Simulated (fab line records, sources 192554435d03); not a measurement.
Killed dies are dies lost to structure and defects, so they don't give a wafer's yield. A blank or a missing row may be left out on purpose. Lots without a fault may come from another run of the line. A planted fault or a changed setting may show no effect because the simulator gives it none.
Chamber matching | flow n5_finfet | N5_FIN_SAQP_ETCH_67 on rie_diel-03: 4 sister chambers
The step etches SiNx in CH3F/O2, target depth 30 nm. 4 wafers are shown with their chamber, then 7 later ones without.

WAFERS WITH THEIR CHAMBER
wafer  | chamber | showerhead_plenum_p_Torr (Torr)
L082.3 | 1       | 2.03
L085.4 | 3       | 1.97
L088.3 | 0       | 2.07
L088.4 | 2       | 1.90

WAFERS WITHOUT THEIR CHAMBER
wafer  | showerhead_plenum_p_Torr (Torr)
L088.6 | 2.07
L091.1 | 2.07
L091.3 | 2.03
L091.6 | 1.90
L097.2 | 2.06
L097.4 | 2.02
L097.6 | 2.02

WHICH CHAMBER EACH WENT THROUGH
wafer  | from the rows above | in truth
L088.6 | 0                   | 0
L091.1 | 0                   | 0
L091.3 | 1                   | 1
L091.6 | 2                   | 2
L097.2 | 0                   | 0
L097.4 | 1                   | 1
L097.6 | 1                   | 1
Placed correctly: 7 of 7. Can't be placed from these rows: 0. Placed wrongly: 0.
How it was worked out, from the rows above alone: a wafer's distance from a chamber is the root of the sum, over the readings, of the square of ((its reading less the chamber's mean) divided by the reading's scatter). The wafer belongs to the nearest chamber; if the next one is less than 2 further off, it can't be placed. A chamber's mean is the mean of its shown wafers. The scatter: with one shown wafer a chamber, the root of the mean of the squares of how far each hidden wafer lies from its nearest shown one.
